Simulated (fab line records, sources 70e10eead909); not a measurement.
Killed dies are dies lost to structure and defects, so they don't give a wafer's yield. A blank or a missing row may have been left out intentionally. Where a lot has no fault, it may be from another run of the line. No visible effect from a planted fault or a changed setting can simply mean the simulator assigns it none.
Which tool is to blame? + flow nand_harc + Sampling: 12 lots, 36 wafers, 5 of 1302 route steps

== WHAT THE GAUGES SHOWED, per wafer ==
NHARC_END_SORT_01.
| lot  | measured     | on        | killed_at_array | killed_at_other | killed_at_periphery | killed_dies | killed_open | killed_short |
|------|--------------|-----------|-----------------|-----------------|---------------------|-------------|-------------|--------------|
| L474 | day 27 00:02 | prober-02 | 74 60 529       | 0 0 0           | 1 7 3               | 75 67 532   | 3 1 6       | 4 4 1        |

== EACH LOT AND THE TOOL THAT RAN IT (in order: tool; ch and the chambers of the sampled wafers; start) ==
| lot  | NHARC_A_CONTACT_ETCH_49                       | NHARC_A_CONTACT_ETCH_51            | NHARC_A_CONTACT_ETCH_116             | NHARC_A_CONTACT_ETCH_120             |
|------|-----------------------------------------------|------------------------------------|--------------------------------------|--------------------------------------|
| L466 | rie_diel-01 ch 0,3, day 21 17:31 or earlier   | rie_diel-01 ch 0,1,3, day 21 17:31 | har_cap_etch-03 ch 0,1, day 21 19:22 | har_cap_etch-03 ch 0,1, day 21 20:03 |
| L468 | rie_diel-01 ch 0,2,3, day 22 18:44 or earlier | rie_diel-01 ch 0,1,2, day 22 18:44 | har_cap_etch-03 ch 0,1, day 22 20:49 | har_cap_etch-03 ch 0,1, day 22 21:30 |
| L474 | rie_diel-01 ch 0,1,2, day 24 00:53 or earlier | rie_diel-01 ch 0,1,2, day 24 00:53 | har_cap_etch-02 ch 0,1, day 24 02:59 | har_cap_etch-02 ch 0,1, day 24 03:40 |
| L477 | rie_diel-07 ch 0,2, day 25 19:46 or earlier   | rie_diel-07 ch 0,1, day 25 19:46   | har_cap_etch-03 ch 0,1, day 25 21:50 | har_cap_etch-03 ch 0,1, day 25 22:32 |
| L479 | rie_diel-01 ch 2,3, day 26 14:23 or earlier   | rie_diel-01 ch 0,3, day 26 14:23   | har_cap_etch-03 ch 0,1, day 26 16:34 | har_cap_etch-03 ch 0,1, day 26 17:16 |
| L480 | rie_diel-01 ch 0,3, day 27 11:27 or earlier   | rie_diel-01 ch 0,2, day 27 11:27   | har_cap_etch-03 ch 1, day 27 13:26   | har_cap_etch-03 ch 1, day 27 14:07   |
| L481 | rie_diel-04 ch 0,1,3, day 27 11:53 or earlier | rie_diel-04 ch 1,2,3, day 27 11:53 | har_cap_etch-01 ch 0,1, day 27 13:51 | har_cap_etch-01 ch 0,1, day 27 14:32 |
| L483 | rie_diel-01 ch 1,2,3, day 28 14:31 or earlier | rie_diel-01 ch 0,2,3, day 28 14:31 | har_cap_etch-02 ch 0,1, day 28 16:32 | har_cap_etch-02 ch 0,1, day 28 17:13 |
| L484 | rie_diel-07 ch 0,1,3, day 28 18:06 or earlier | rie_diel-07 ch 1,3, day 28 18:06   | har_cap_etch-01 ch 0, day 28 20:22   | har_cap_etch-01 ch 0, day 28 21:16   |
| L486 | rie_diel-07 ch 0,1,2, day 29 05:49 or earlier | rie_diel-07 ch 0,3, day 29 05:49   | har_cap_etch-01 ch 0,1, day 29 07:52 | har_cap_etch-01 ch 0,1, day 29 08:32 |
| L485 | rie_diel-01 ch 0,2,3, day 29 07:37 or earlier | rie_diel-01 ch 0,2,3, day 29 07:37 | har_cap_etch-03 ch 0,1, day 29 09:25 | har_cap_etch-03 ch 0,1, day 29 10:06 |
| L489 | rie_diel-07 ch 0,2,3, day 31 16:04 or earlier | rie_diel-07 ch 0,3, day 31 16:04   | har_cap_etch-03 ch 0,1, day 31 18:18 | har_cap_etch-03 ch 0,1, day 31 19:13 |
- NHARC_A_CONTACT_ETCH_49: etches the open film in N2/H2, target depth 260 nm, time 475.3 s.
- NHARC_A_CONTACT_ETCH_51: etches the open film in O2/COS, target depth 7000 nm, time 1820 s.
- NHARC_A_CONTACT_ETCH_116: etches the open film in C4F8/O2/Ar, time 190 s, target depth 1850 nm.
- NHARC_A_CONTACT_ETCH_120: etches the open film in C4F8/O2/Ar, time 190 s, target depth 1850 nm.

== AS READ BY THE TOOLS THEMSELVES (means over the sampled wafers that have a number; for cases with no such wafer, the mark the record gives instead) ==
NHARC_A_CONTACT_ETCH_49.
| lot  | tool        | drypump_motor_current_A (A) | oes_product_au (a.u.) | rf_vpp_V (V) | run_length_s (s) | showerhead_plenum_p_Torr (Torr) | throttle_valve_pct (%) |
|------|-------------|-----------------------------|-----------------------|--------------|------------------|---------------------------------|------------------------|
| L466 | rie_diel-01 | 5.8                         | 0.999                 | 428.4        | 496.3            | 1.96                            | 14.171                 |
| L468 | rie_diel-01 | 5.9                         | 1.011                 | 430.5        | 496.3            | 2.03                            | 14.181                 |
| L474 | rie_diel-01 | 5.9                         | 1.002                 | 431.7        | 496.5            | 2.07                            | 14.177                 |
| L477 | rie_diel-07 | 6.3                         | 1.007                 | 433.0        | 496.2            | 2.09                            | 14.168                 |
| L479 | rie_diel-01 | 5.7                         | 1.015                 | 430.3        | 496.7            | 2.06                            | 14.174                 |
| L480 | rie_diel-01 | 5.8                         | 1.006                 | 427.7        | 495.8            | 1.96                            | 14.177                 |
| L481 | rie_diel-04 | 5.2                         | 1.004                 | 430.2        | 496.2            | 2.03                            | 14.173                 |
| L483 | rie_diel-01 | 5.6                         | 1.003                 | 429.9        | 496.7            | 2.03                            | 14.174                 |
| L484 | rie_diel-07 | 6.1                         | 0.993                 | 429.6        | 496.8            | 2.01                            | 14.169                 |
| L486 | rie_diel-07 | 6.0                         | 0.995                 | 429.2        | 496.5            | 2.03                            | 14.168                 |
| L485 | rie_diel-01 | 6.0                         | 1.004                 | 430.4        | 496.3            | 2.02                            | 14.165                 |
| L489 | rie_diel-07 | 6.1                         | 0.991                 | 429.3        | 496.5            | 2.01                            | 14.167                 |

NHARC_A_CONTACT_ETCH_51.
| lot  | tool        | drypump_motor_current_A (A) | oes_product_au (a.u.) | rf_vpp_V (V) | run_length_s (s) | showerhead_plenum_p_Torr (Torr) | throttle_valve_pct (%) |
|------|-------------|-----------------------------|-----------------------|--------------|------------------|---------------------------------|------------------------|
| L466 | rie_diel-01 | 5.8                         | 1.000                 | 313.7        | 1840.9           | 3.08                            | 28.328                 |
| L468 | rie_diel-01 | 5.9                         | 1.006                 | 314.9        | 1841.3           | 3.17                            | 28.337                 |
| L474 | rie_diel-01 | 5.9                         | 1.007                 | 314.8        | 1692.3           | 3.17                            | 28.336                 |
| L477 | rie_diel-07 | 6.0                         | 1.009                 | 313.7        | 1842.0           | 3.11                            | 28.327                 |
| L479 | rie_diel-01 | 6.2                         | 1.007                 | 312.7        | 1840.7           | 3.05                            | 28.334                 |
| L480 | rie_diel-01 | 6.0                         | 1.007                 | 315.9        | 1841.6           | 3.19                            | 28.330                 |
| L481 | rie_diel-04 | 5.6                         | 1.007                 | 313.0        | 1841.5           | 3.02                            | 28.322                 |
| L483 | rie_diel-01 | 6.0                         | 1.007                 | 314.9        | 1840.9           | 3.09                            | 28.337                 |
| L484 | rie_diel-07 | 6.0                         | 0.998                 | 312.6        | 1841.7           | 2.99                            | 28.333                 |
| L486 | rie_diel-07 | 6.4                         | 0.993                 | 314.3        | 1841.0           | 3.16                            | 28.334                 |
| L485 | rie_diel-01 | 5.9                         | 1.012                 | 313.2        | 1841.1           | 3.09                            | 28.332                 |
| L489 | rie_diel-07 | 6.2                         | 0.999                 | 312.6        | 1841.3           | 3.05                            | 28.326                 |

== THE ANSWER, worked out from the rows above alone ==
Rule: usual is defined by the lots themselves. The widest of any qualifying gaps counts: lots, ordered by their means at a reading, are off when they make up no more than a third of the lots, leave a main group of 4 or more, and stand apart from it by 3 or more times the standard deviation of that group's means. A main group is skipped when, at the precision printed for the reading in the tables above, its means are all equal. Also off: a lot with no number at a reading for which 4 or more lots have one. The other lots that the step has rows for count as sound. After the gauges, taken in route order, come the tools' own readings; for these a lot's mean is taken, as printed above. At the first step where some lot is off, the reading lying furthest off is the one used; lots without a number count as furthest.
Off, at NHARC_A_CONTACT_ETCH_51 on run_length_s: L474. The main group has a mean of 1841.3 s with a standard deviation of 0.38.
If a tool, at that step or one of the process steps before it, ran each lot that is off and ran no sound lot following the first of them, it fits. Because NHARC_A_CONTACT_ETCH_49 lacks a start for some lots, the hours and order of its lots are taken from NHARC_A_CONTACT_ETCH_51. Not one of the candidates tried fits.

== WHAT THE SIMULATOR PUT IN ==
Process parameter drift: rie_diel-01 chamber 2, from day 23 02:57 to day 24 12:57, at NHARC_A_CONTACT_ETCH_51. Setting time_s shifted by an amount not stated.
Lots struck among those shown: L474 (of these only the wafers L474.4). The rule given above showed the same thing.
